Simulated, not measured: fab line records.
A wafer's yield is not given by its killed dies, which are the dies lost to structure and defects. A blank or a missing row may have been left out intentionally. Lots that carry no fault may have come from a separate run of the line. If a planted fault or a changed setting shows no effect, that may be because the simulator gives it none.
fab line records	flow n5_finfet
[record] lots = 7	wafers = 21	last_day = 18
route steps=1938 shown BEOL_M3@934 BEOL_M4@1111 PASSIVATION@1936
lots with no fault: from the same line, run without faults
start_h: hours from the record's first day to the start of the lot's first wafer shown	wait_h: hours from the lot's prior step to this one	" identical to the entry in the row above	L1.1+2: a single row standing in for several wafers	- no value present, or no start provided	* or withheld: withheld	< > ~ a bound
route shown NAME@n: names a module that has steps shown in the file, with the first one's number in the route	usual: mean and standard deviation over wafers with no fault	same: alike in all rows	chamber/n: place in a boat	sites: per-site readings	_std_site: their standard deviation	_edge_site: outer sites' mean less inner sites'	radius_mm: for every site, how far away it sits from the centre of the wafer	mask NAME#n: copy n	behind: the last tool/chamber to shape the wafer	hold: cause of the lot's hold/its duration in hours/its outcome	device: which transistor (n, p or np) failed to switch	end of line: at the end of the route, the tests of the same wafers	where a step has no rows: the recipe by itself	killed: count of dies lost to structure and defects at first sort (not the wafer's yield)	map: a wafer's dies, x killed, . not, _ none there
set.NAME: the setting as run; set.NAME@STEP: as run at that earlier step	model.NAME: the simulator's own value behind a step, which no gauge read
one table for each step of the route and one row for each wafer, over a sample of lots
services: when a tool's chamber went out of use (start_h, in hours from the record's first day, below 0 if earlier), for how many hours, and the reason
[[steps]]
[step N5_BEOL_M3_HM_DEP_02]
[recipe] material = TiN	target_thk_a = 200	temp_c = 25	chamber_pressure_pa = 0.49996
[usual] throttle_valve_pct = 29.9/0.72
lot.wafer	tool	chamber	start_h	wait_h	throttle_valve_pct
L815.2	pvd_sputter-01	-	148.21	1.1	30.0
L815.4	"	-	"	"	30.4
L815.6	"	-	"	"	29.3
L820.3	pvd_sputter-01	-	180.33	0.2	31.2
L820.5	"	-	"	"	29.5
L820.6	"	-	"	"	30.2
L829.1	pvd_sputter-01	-	233.74	0.6	30.9
L829.5	"	-	"	"	29.4
L829.6	"	-	"	"	30.1
L830.1	pvd_sputter-03	-	239.66	1.2	29.4
L830.3	"	-	"	"	30.6
L830.4	"	-	"	"	29.7
L831.2	pvd_sputter-01	-	260.24	0.1	30.2
L831.5	"	-	"	"	29.9
L831.6	"	-	"	"	30.1
L832.1	pvd_sputter-01	-	261.02	0.1	30.7
L832.2	"	-	"	"	29.7
L832.4	"	-	"	"	30.2
L837.1	pvd_sputter-02	-	303.24	0.6	29.4
L837.3	"	-	"	"	28.3
L837.5	"	-	"	"	31.2
[step N5_BEOL_M3_ETCH_64]
[recipe] chemistry = N2/H2	target = SOC	target_depth_a = 750	overetch_a = 150	mask_material = SiARC	temp_c = 40	time_s = 112.5	ion_energy_ev = 200	pressure_mtorr = 30	source_w = 840	bias_w = 150	n2_flow_sccm = 200	h2_flow_sccm = 200
[usual] chamber_pressure_mTorr = 30.00/0.034	drypump_motor_current_A = 5.8/0.45	oes_product_au = 0.62/0.074	rf_vpp_V = 522.9/2.6	showerhead_plenum_p_Torr = 2.51/0.087	throttle_valve_pct = 17.75/0.27
lot.wafer	tool	chamber	start_h	wait_h	chamber_pressure_mTorr	drypump_motor_current_A	oes_product_au	rf_hours_counter_h	rf_vpp_V	showerhead_plenum_p_Torr	throttle_valve_pct
L815.2	rie_diel-02	1	148.80	0.0	29.99	5.7	0.61	125	517.8	2.35	17.35
L815.4	"	0	"	"	29.98	5.7	0.60	-	523.7	2.55	18.05
L815.6	"	3	"	"	30.05	6.3	0.55	-	525.7	2.61	17.77
L820.3	rie_diel-03	0	181.01	0.0	29.98	6.1	0.60	178	519.2	2.42	17.83
L820.5	"	3	"	"	30.00	6.2	0.63	-	520.9	2.46	17.79
L820.6	"	2	"	"	29.99	6.2	0.58	-	521.9	2.44	17.92
L829.1	rie_diel-04	3	234.46	0.0	29.96	5.8	0.57	232	522.8	2.51	18.09
L829.5	"	2	"	"	30.01	5.7	0.74	-	521.8	2.49	17.65
L829.6	"	1	"	"	30.02	6.1	0.58	-	527.3	2.64	17.78
L830.1	rie_diel-04	2	240.27	0.0	30.01	5.7	0.74	12	523.5	2.49	17.64
L830.3	"	0	"	"	30.03	5.6	0.55	222	523.5	2.51	18.13
L830.4	"	1	"	"	30.01	6.1	0.59	177	526.9	2.64	17.79
L831.2	rie_diel-04	1	261.21	0.0	29.98	6.1	0.59	184	525.7	2.64	17.80
L831.5	"	1	"	"	29.99	6.1	0.58	-	525.9	2.64	17.80
L831.6	"	2	"	"	30.01	5.7	0.72	-	521.7	2.49	17.66
L832.1	rie_diel-02	1	261.76	0.0	29.95	5.7	0.59	162	518.8	2.33	17.40
L832.2	"	3	"	"	29.99	6.3	0.72	21	524.8	2.60	17.39
L832.4	"	0	"	"	29.98	5.7	0.58	170	523.0	2.53	18.10
L837.1	rie_diel-04	1	303.83	0.0	29.95	6.1	0.58	201	526.4	2.63	17.81
L837.3	"	2	"	"	30.04	5.7	0.70	34	524.0	2.48	17.67
L837.5	"	2	"	"	29.94	5.7	0.71	-	522.0	2.48	17.68
[step N5_BEOL_M3_ETCH_69]
[recipe] chemistry = CF4	target = SiARC	target_depth_a = 156	mask_material = CAR-EUV	time_s = 26	ion_energy_ev = 80	pressure_mtorr = 40	source_w = 545	bias_w = 36	Ar_flow_sccm = 100	cf4_flow_sccm = 100	ends = cleared
[usual] chamber_pressure_mTorr = 40.00/0.039	drypump_motor_current_A = 5.8/0.43	etch_rf_on_time_s = 26.0/0.42	oes_product_au = 0.66/0.079	rf_vpp_V = 183.8/1.1	showerhead_plenum_p_Torr = 2.11/0.066	throttle_valve_pct = 15.59/0.28
lot.wafer	tool	chamber	start_h	wait_h	chamber_pressure_mTorr	drypump_motor_current_A	etch_rf_on_time_s	oes_product_au	rf_hours_counter_h	rf_vpp_V	showerhead_plenum_p_Torr	throttle_valve_pct
L815.2	rie_diel-03	2	149.65	0.0	40.00	6.2	26.0	0.63	156	183.5	2.06	15.59
L815.4	"	3	"	"	40.01	6.2	25.9	0.69	96	184.2	2.08	15.54
L815.6	"	3	"	"	40.01	6.2	26.0	0.69	-	184.1	2.08	15.55
L820.3	rie_diel-02	1	181.86	0.0	39.94	5.7	25.5	0.66	138	182.1	1.99	15.22
L820.5	"	0	"	"	39.99	5.7	26.6	0.63	-	184.6	2.15	15.83
L820.6	"	2	"	"	40.03	5.2	25.2	0.84	-	183.2	2.10	15.05
L829.1	rie_diel-03	3	235.36	0.0	39.97	6.2	25.8	0.67	122	184.2	2.07	15.61
L829.5	"	0	"	"	40.00	6.1	26.1	0.63	-	182.4	2.04	15.79
L829.6	"	1	"	"	40.00	4.7	25.2	0.82	-	185.6	2.19	15.29
L830.1	rie_diel-02	0	241.16	0.0	40.02	5.7	26.5	0.62	165	183.8	2.14	15.85
L830.3	"	2	"	"	39.97	5.2	25.1	0.78	18	181.8	2.10	15.08
L830.4	"	3	"	"	40.00	6.2	25.9	0.78	15	184.3	2.19	15.08
L831.2	rie_diel-02	3	262.42	0.0	39.95	6.3	26.2	0.77	21	184.8	2.18	15.09
L831.5	"	2	"	"	40.09	5.1	25.5	0.76	-	182.3	2.09	15.10
L831.6	"	3	"	"	40.04	6.3	26.1	0.76	-	185.1	2.18	15.10
L832.1	rie_diel-04	0	263.09	0.0	39.98	5.6	26.1	0.58	230	183.9	2.11	16.00
L832.2	"	1	"	"	40.00	6.1	26.2	0.63	185	185.2	2.22	15.59
L832.4	"	2	"	"	40.04	5.7	25.5	0.80	-	184.4	2.11	15.49
L837.1	rie_diel-02	3	304.67	0.0	40.02	6.3	25.8	0.76	31	184.9	2.18	15.10
L837.3	"	1	"	"	39.96	5.7	25.6	0.63	171	182.9	1.97	15.27
L837.5	"	3	"	"	40.01	6.3	25.9	0.75	-	183.2	2.18	15.13
[step N5_BEOL_M3_ETCHBACK_99]
[recipe] chemistry = CHF3	target = SiO2	target_depth_a = 50	time_s = 10.4	source_w = 215	bias_w = 47	Ar_flow_sccm = 200	CHF3_flow_sccm = 12	ion_energy_ev = 100	pressure_mtorr = 30
[usual] chamber_pressure_mTorr = 30.002/0.026	drypump_motor_current_A = 5.8/0.4	oes_product_au = 0.77/0.091	rf_vpp_V = 240.0/2.5	showerhead_plenum_p_Torr = 2.12/0.068	throttle_valve_pct = 17.07/0.26
lot.wafer	tool	chamber	start_h	wait_h	chamber_pressure_mTorr	drypump_motor_current_A	oes_product_au	rf_hours_counter_h	rf_vpp_V	showerhead_plenum_p_Torr	throttle_valve_pct
L815.2	rie_diel-04	0	150.49	0.6	30.016	5.6	0.70	192	239.6	2.14	17.37
L815.4	"	3	"	"	30.030	5.8	0.74	203	237.8	2.13	17.24
L815.6	"	3	"	"	29.999	5.8	0.73	-	239.3	2.13	17.24
L820.3	rie_diel-02	2	182.06	0.1	29.990	5.1	0.98	2	238.9	2.11	16.54
L820.5	"	1	"	"	29.995	5.7	0.77	-	238.2	1.99	16.65
L820.6	"	2	"	"	30.012	5.1	0.98	-	238.0	2.11	16.53
L829.1	rie_diel-03	1	236.00	0.2	30.023	4.7	0.35	12	241.7	2.21	16.76
L829.5	"	0	"	"	30.000	6.1	0.28	-	240.4	2.05	17.22
L829.6	"	1	"	"	30.000	4.8	0.35	-	242.0	2.21	16.78
L830.1	rie_diel-03	1	242.71	0.1	29.993	4.7	0.95	14	243.7	2.21	16.80
L830.3	"	0	"	"	30.000	6.1	0.74	197	240.4	2.05	17.28
L830.4	"	2	"	"	29.996	6.2	0.72	184	238.4	2.06	17.09
L831.2	rie_diel-04	2	262.68	0.1	30.016	5.7	0.34	19	238.4	2.12	16.91
L831.5	"	0	"	"	29.996	5.6	0.25	-	240.5	2.12	17.39
L831.6	"	1	"	"	29.978	6.1	0.28	-	244.0	2.23	16.98
L832.1	rie_diel-02	3	263.46	0.1	30.013	6.3	0.33	22	241.5	2.19	16.51
L832.2	"	1	"	"	29.985	5.7	0.28	162	238.1	1.98	16.67
L832.4	"	2	"	"	30.009	5.2	0.33	26	239.7	2.10	16.52
L837.1	rie_diel-04	0	305.63	0.8	30.006	5.6	0.66	246	242.1	2.12	17.45
L837.3	"	1	"	"	29.972	6.1	0.71	201	243.7	2.22	17.05
L837.5	"	2	"	"	30.027	5.7	0.87	-	238.3	2.11	16.97
[step N5_BEOL_M3_TRENCH_ETCH_37]
[recipe] chemistry = C4F6/O2	target_depth_a = 555.55	target = SiOC	time_s = 29.2	ion_energy_ev = 250	pressure_mtorr = 30	source_w = 355	bias_w = 185	Ar_flow_sccm = 300	C4F6_flow_sccm = 10	O2_flow_sccm = 10
[usual] chamber_pressure_mTorr = 30.00/0.03	drypump_motor_current_A = 5.8/0.4	oes_product_au = 0.77/0.091	rf_vpp_V = 663/6.4	showerhead_plenum_p_Torr = 2.81/0.086	throttle_valve_pct = 20.85/0.26
lot.wafer	tool	chamber	start_h	wait_h	chamber_pressure_mTorr	drypump_motor_current_A	oes_product_au	rf_hours_counter_h	rf_vpp_V	showerhead_plenum_p_Torr	throttle_valve_pct
L815.2	rie_diel-04	0	-	-	29.99	5.6	0.71	192	665	2.82	21.15
L815.4	"	3	"	"	29.99	5.8	0.73	203	661	2.82	21.00
L815.6	"	3	"	"	30.00	5.8	0.73	-	663	2.82	20.98
L820.3	rie_diel-02	2	-	-	30.02	5.2	0.97	2	661	2.80	20.33
L820.5	"	1	"	"	30.02	5.7	0.76	-	655	2.64	20.41
L820.6	"	2	"	"	30.00	5.2	0.97	-	661	2.80	20.32
L829.1	rie_diel-03	1	-	-	30.04	4.7	0.97	12	668	2.92	20.63
L829.5	"	0	"	"	29.98	6.1	0.74	-	668	2.72	21.02
L829.6	"	1	"	"	30.00	4.7	0.97	-	668	2.92	20.64
L830.1	rie_diel-03	1	-	-	30.01	4.7	0.96	15	668	2.91	20.64
L830.3	"	0	"	"	29.99	6.1	0.74	197	667	2.72	21.01
L830.4	"	2	"	"	30.01	6.2	0.71	184	660	2.73	20.88
L831.2	rie_diel-04	2	-	-	30.01	5.7	0.92	19	659	2.80	20.78
L831.5	"	0	"	"	30.00	5.6	0.67	-	664	2.81	21.20
L831.6	"	1	"	"	29.98	6.1	0.73	-	675	2.94	20.76
L832.1	rie_diel-02	3	-	-	30.05	6.2	0.90	22	673	2.90	20.31
L832.2	"	1	"	"	29.99	5.7	0.74	162	655	2.63	20.41
L832.4	"	2	"	"	30.03	5.1	0.90	26	661	2.79	20.35
L837.1	rie_diel-04	0	-	-	29.95	5.6	0.67	246	664	2.80	21.24
L837.3	"	1	"	"	30.02	6.1	0.72	202	676	2.94	20.80
L837.5	"	2	"	"	30.00	5.7	0.88	-	660	2.79	20.79
[step N5_BEOL_M3_OCD_MEAS_38]
[usual] trench_depth_nm = 55.4/0.93
lot.wafer	tool	chamber	start_h	wait_h	trench_depth_nm
L815.2	ocd-01	-	150.88	-	55.3
L815.4	"	-	"	"	55.3
L815.6	"	-	"	"	55.1
L820.3	ocd-01	-	182.45	-	57.3
L820.5	"	-	"	"	55.2
L820.6	"	-	"	"	56.4
L829.1	ocd-02	-	236.39	-	-
L829.5	"	-	"	"	-
L829.6	"	-	"	"	-
L830.1	ocd-01	-	243.10	-	57.7
L830.3	"	-	"	"	55.0
L830.4	"	-	"	"	54.5
L831.2	ocd-02	-	263.07	-	-
L831.5	"	-	"	"	-
L831.6	"	-	"	"	-
L832.1	ocd-02	-	263.85	-	-
L832.2	"	-	"	"	-
L832.4	"	-	"	"	-
L837.1	ocd-02	-	306.02	-	55.1
L837.3	"	-	"	"	54.2
L837.5	"	-	"	"	55.6
[step N5_BEOL_M3_CD_MEAS_35]
[recipe] target_cd_nm = 18	target_cd_y_nm = 21	polarity = opening
[usual] cd_nm = 18.08/0.28
lot.wafer	tool	chamber	start_h	wait_h	cd_nm
L815.2	cd_sem-01	-	151.03	0.0	17.90
L815.4	"	-	"	"	17.98
L815.6	"	-	"	"	17.41
L820.3	cd_sem-01	-	182.60	0.0	18.32
L820.5	"	-	"	"	18.36
L820.6	"	-	"	"	18.16
L829.1	cd_sem-01	-	236.54	0.0	-
L829.5	"	-	"	"	-
L829.6	"	-	"	"	-
L830.1	cd_sem-02	-	243.27	0.0	18.15
L830.3	"	-	"	"	18.11
L830.4	"	-	"	"	17.74
L831.2	cd_sem-02	-	263.22	0.0	-
L831.5	"	-	"	"	-
L831.6	"	-	"	"	-
L832.1	cd_sem-01	-	264.01	0.0	-
L832.2	"	-	"	"	-
L832.4	"	-	"	"	-
L837.1	cd_sem-01	-	306.17	0.0	18.09
L837.3	"	-	"	"	17.94
L837.5	"	-	"	"	17.77
[step N5_BEOL_M4_RC_MEAS_101]
[usual] DIBL_N = 35.7/1.3	DIBL_P = 35.4/1.8	IOFF_N = 0.152/0.027	IOFF_P = 0.20/0.034	ION_N = 672/9.8	ION_P = 461/7.5	SS_N = 71.4/0.55	SS_P = 73.1/0.61	VT_N = 251/3.3	VT_P = -251/3.6
lot.wafer	tool	chamber	start_h	wait_h	DIBL_N[mV/V]	DIBL_P[mV/V]	IOFF_N[nA/um]	IOFF_P[nA/um]	ION_N[uA/um]	ION_P[uA/um]	SS_N[mV/dec]	SS_P[mV/dec]	VT_N[mV]	VT_P[mV]
L815.2	prober-01	0	167.97	0.2	34.0	32.5	0.114	0.16	661	457	70.3	72.7	255	-255
L815.4	"	0	"	"	35.2	34.1	0.133	0.18	670	464	70.6	73.5	253	-251
L815.6	"	0	"	"	34.4	34.2	0.126	0.18	659	452	71.3	73.0	255	-250
L820.3	prober-02	0	200.58	0.3	35.7	36.7	0.162	0.23	680	468	71.3	72.6	247	-247
L820.5	"	0	"	"	35.7	36.7	0.163	0.23	678	467	71.4	72.1	247	-248
L820.6	"	0	"	"	35.1	36.3	0.152	0.22	678	467	71.0	73.0	249	-247
L830.1	prober-01	0	261.82	0.0	35.0	34.7	0.129	0.19	657	458	71.1	73.4	253	-250
L830.3	"	0	"	"	34.2	32.8	0.116	0.16	658	456	71.4	72.4	257	-252
L830.4	"	0	"	"	34.6	33.7	0.115	0.17	653	453	70.1	72.1	256	-250
L837.1	prober-02	0	318.48	0.0	34.8	33.5	0.121	0.19	674	459	70.5	73.0	254	-252
L837.3	"	0	"	"	33.8	32.4	0.104	0.17	653	457	70.8	72.3	259	-253
L837.5	"	0	"	"	35.4	34.7	0.132	0.20	668	467	71.3	73.0	252	-249
[step N5_PASSIVATION_PROBE_49]
[usual] defect_limited_yield = 91.5/1.3	killed_at_M0_to_M3 = 33/11	killed_at_M4_up = 14/5.3	killed_at_contacts = 11/6.3	killed_at_front_end = 38/10	killed_at_other = 3.7/2.8	killed_dies = 101/16	killed_on_rim = 13/3.4	killed_open = 67/12	killed_short = 32/7.4	sort_bin_5_function = 5.0/0.86	sort_bin_6_memory = 3.2/0.69	sort_n_pass = 1079/16	sort_yield_pct = 91.5/1.3
[same] gross_dies = 1180	killed_at_back_side = 0	sort_bin_4_leakage[%] = 0	sort_bin_8_speed[%] = 0
lot.wafer	tool	chamber	start_h	wait_h	defect_limited_yield[%]	killed_at_M0_to_M3	killed_at_M4_up	killed_at_contacts	killed_at_front_end	killed_at_other	killed_dies	killed_on_rim	killed_open	killed_short	sort_bin_5_function[%]	sort_bin_6_memory[%]	sort_n_pass	sort_yield_pct[%]
L829.1	prober-01	-	356.41	0.0	0	1113	24	14	26	3	1180	152	62	27	97.4	2.2	0	0
L829.5	prober-01	-	356.61	0.2	0	1130	9	6	31	4	1180	152	59	18	97.5	2.5	0	0
L829.6	prober-01	-	356.66	0.3	0	1094	17	5	56	8	1180	152	73	34	96.4	3.6	0	0
L830.1	prober-02	-	362.77	0.0	91.4	41	6	3	44	7	101	13	48	49	4.7	3.3	1079	91.4
L830.3	prober-02	-	362.87	0.1	91.8	28	17	8	44	0	97	17	66	31	5.5	2.3	1083	91.8
L830.4	prober-02	-	362.92	0.2	92.2	48	8	2	28	6	92	7	57	34	4.2	3.4	1088	92.2
L831.2	prober-02	-	381.80	0.1	0	1119	9	3	39	10	1180	152	55	42	96.6	2.7	0	0
L831.5	prober-02	-	381.95	0.2	0	1110	11	9	43	7	1180	152	64	41	96.1	3.4	0	0
L831.6	prober-02	-	382.00	0.3	0	1095	14	22	46	3	1180	152	71	37	96.3	3.4	0	0
L832.1	prober-02	-	387.24	0.0	0	1113	19	9	37	2	1180	152	89	24	96.3	3.3	0	0
L832.2	prober-02	-	387.29	0.1	0	1117	20	3	38	2	1180	152	61	35	96.4	3.1	0	0
L832.4	prober-02	-	387.39	0.2	0	1123	25	2	25	5	1180	152	67	29	96.7	3.1	0	0
// killed by level:class
L829.1 BEOL_M3:area_open=1090 BEOL_M4:geometric_particle:open=12 MOL_CONTACT_COAG:geometric_particle:open=11 FIN_SAQP:geometric_particle:short=6 BEOL_M4:geometric_particle:short=6 FIN_SAQP:geometric_particle:open=5 BEOL_M0_SAQP:geometric_particle:open=5 BEOL_M0_SAQP:geometric_particle:short=5
L829.5 BEOL_M3:area_open=1102 STI_FIN_REVEAL:geometric_particle:open=9 BEOL_M2:geometric_particle:open=9 BEOL_M3:geometric_particle:open=7 MOL_CONTACT_COAG:geometric_particle:open=6 FIN_SAQP:geometric_particle:open=5 BEOL_M0_SAQP:geometric_particle:short=4 BEOL_M0_SAQP:geometric_particle:open=4
L829.6 BEOL_M3:area_open=1072 FIN_SAQP:geometric_particle:open=14 STI_FIN_REVEAL:geometric_particle:open=11 FIN_SAQP:geometric_particle:short=8 BEOL_M3:geometric_particle:open=8 BEOL_M4:geometric_particle:open=6 MOL_CONTACT_COAG:geometric_particle:open=5 BEOL_M4:geometric_particle:short=5
L830.1 FIN_SAQP:geometric_particle:short=12 BEOL_M0_SAQP:geometric_particle:short=11 BEOL_M3:geometric_particle:open=8 BEOL_M0_SAQP:geometric_particle:open=8 BEOL_M1:geometric_particle:open=8 STI_FIN_REVEAL:geometric_particle:open=7 STI_FIN_REVEAL:geometric_particle:short=6 ILD0:geometric_particle:open=3
L830.3 STI_FIN_REVEAL:geometric_particle:open=13 FIN_SAQP:geometric_particle:short=11 MOL_CONTACT_COAG:geometric_particle:open=7 BEOL_M3:geometric_particle:open=7 BEOL_M0_SAQP:geometric_particle:open=6 FIN_SAQP:geometric_particle:open=5 DUMMY_GATE:geometric_particle:open=5 BEOL_M4:geometric_particle:open=5
L830.4 STI_FIN_REVEAL:geometric_particle:open=11 BEOL_M3:geometric_particle:open=11 BEOL_M0_SAQP:geometric_particle:short=10 BEOL_M0_SAQP:geometric_particle:open=9 FIN_SAQP:geometric_particle:short=5 BEOL_M0:geometric_particle:open=5 BEOL_M1:geometric_particle:open=4 BEOL_M3:geometric_particle:short=4
L831.2 BEOL_M3:area_open=1083 BEOL_M0_SAQP:geometric_particle:short=8 BEOL_M1:geometric_particle:open=7 FIN_SAQP:geometric_particle:short=6 BEOL_M1:geometric_particle:short=6 FIN_SAQP:geometric_particle:open=5 BEOL_M0_SAQP:geometric_particle:open=5 BEOL_M3:geometric_particle:open=5
L831.5 BEOL_M3:area_open=1073 BEOL_M3:geometric_particle:open=16 STI_FIN_REVEAL:geometric_particle:open=9 FIN_SAQP:geometric_particle:open=8 GATE_CUT:geometric_particle:short=6 MIM_TOP:geometric_particle:short=6 FIN_SAQP:geometric_particle:short=5 MOL_CONTACT_COAG:geometric_particle:open=5
L831.6 BEOL_M3:area_open=1071 MOL_CONTACT_COAG:geometric_particle:open=19 FIN_SAQP:geometric_particle:short=10 STI_FIN_REVEAL:geometric_particle:open=7 FIN_SAQP:geometric_particle:open=6 GATE_CUT:geometric_particle:short=6 BEOL_M1:geometric_particle:open=5 BEOL_M2:geometric_particle:open=5
L832.1 BEOL_M3:area_open=1066 BEOL_M2:geometric_particle:open=16 STI_FIN_REVEAL:geometric_particle:open=13 BEOL_M4:geometric_particle:open=9 BEOL_M3:geometric_particle:open=9 MOL_CONTACT_COAG:geometric_particle:open=8 DUMMY_GATE:geometric_particle:open=7 BEOL_M0_SAQP:geometric_particle:open=6
L832.2 BEOL_M3:area_open=1083 FIN_SAQP:geometric_particle:short=12 BEOL_M4:geometric_particle:open=9 STI_FIN_REVEAL:geometric_particle:open=8 BEOL_M1:geometric_particle:open=7 FIN_SAQP:geometric_particle:open=6 BEOL_M0_SAQP:geometric_particle:open=6 BEOL_M2:geometric_particle:open=6
L832.4 BEOL_M3:area_open=1081 BEOL_M2:geometric_particle:open=11 BEOL_M5:geometric_particle:open=10 BEOL_M0_SAQP:geometric_particle:open=8 DUMMY_GATE:geometric_particle:open=7 BEOL_M1:geometric_particle:open=6 BEOL_M0_SAQP:geometric_particle:short=5 FIN_SAQP:geometric_particle:short=4
[[services]]
tool	chamber	start_h	hours	kind
rie_diel-02	1	128.59	14.5	repair
rie_diel-02	2	143.09	-	clean
rie_diel-02	2	143.09	-	consumable_replace:focus_ring
rie_diel-02	2	143.09	35.0	scheduled_down
rie_diel-02	2	143.09	35.0	vent_cycle
rie_diel-03	1	170.57	-	clean
rie_diel-03	1	170.57	-	consumable_replace:focus_ring
rie_diel-02	3	178.06	-	clean
rie_diel-02	3	178.06	-	consumable_replace:focus_ring
rie_diel-02	3	178.06	12.3	scheduled_down
rie_diel-02	3	178.06	12.3	vent_cycle
rie_diel-04	2	185.70	-	clean
rie_diel-04	2	185.70	-	consumable_replace:focus_ring
rie_diel-04	2	185.70	13.5	scheduled_down
rie_diel-04	2	185.70	13.5	vent_cycle
rie_diel-04	2	250.08	2.5	repair
rie_diel-04	3	257.50	8.1	repair
rie_diel-02	-	270.26	14.6	pm
pvd_sputter-03	-	285.89	3.8	repair
rie_diel-02	-	289.47	0.3	repair
rie_diel-04	3	298.96	-	clean
rie_diel-04	3	298.96	-	consumable_replace:focus_ring
rie_diel-04	3	298.96	20.0	scheduled_down
rie_diel-04	3	298.96	20.0	vent_cycle
[[key]]
[first_sign] step = N5_BEOL_M3_ETCHBACK_99	reading = oes_product_au	direction = down	sigmas = 5	usual = 0.77	struck = 0.31
[effect] step = N5_BEOL_M3_OCD_MEAS_38	reading = trench_depth_nm	direction = missing
[effect] step = N5_BEOL_M3_CD_MEAS_35	reading = cd_nm	direction = missing
[effect] step = N5_PASSIVATION_PROBE_49	reading = sort_bin_5_function	direction = up	sigmas = 99+	usual = 5.0	struck = 96.6
[more_kills_born_at] N5_BEOL_M3_HM_OPEN_17@rie_metal-03 = 6457	N5_BEOL_M3_HM_OPEN_17@rie_metal-02 = 3264
met_at N5_BEOL_M3_HM_DEP_02
struck_lots L829,L831,L832
later_rows_left_out L829.1,L829.5,L829.6,L831.2,L831.5,L831.6,L832.1,L832.2,L832.4
not_acting_at N5_BEOL_M3_ETCH_64,N5_BEOL_M3_ETCH_69,N5_BEOL_M3_TRENCH_ETCH_37
onset_between 180.33 233.74
[fault] kind = process_parameter_drift	tool = pvd_sputter-01	chamber = -	onset_h = 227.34	steps = N5_BEOL_M3_HM_DEP_02	channel = target_thk_a	offset = *	shape = step	end_h = 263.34	acts_in = *	stated = *
// later_rows_left_out: the simulator's readings of these wafers behind a module that went badly wrong aren't trusted and aren't shown, but for the sort
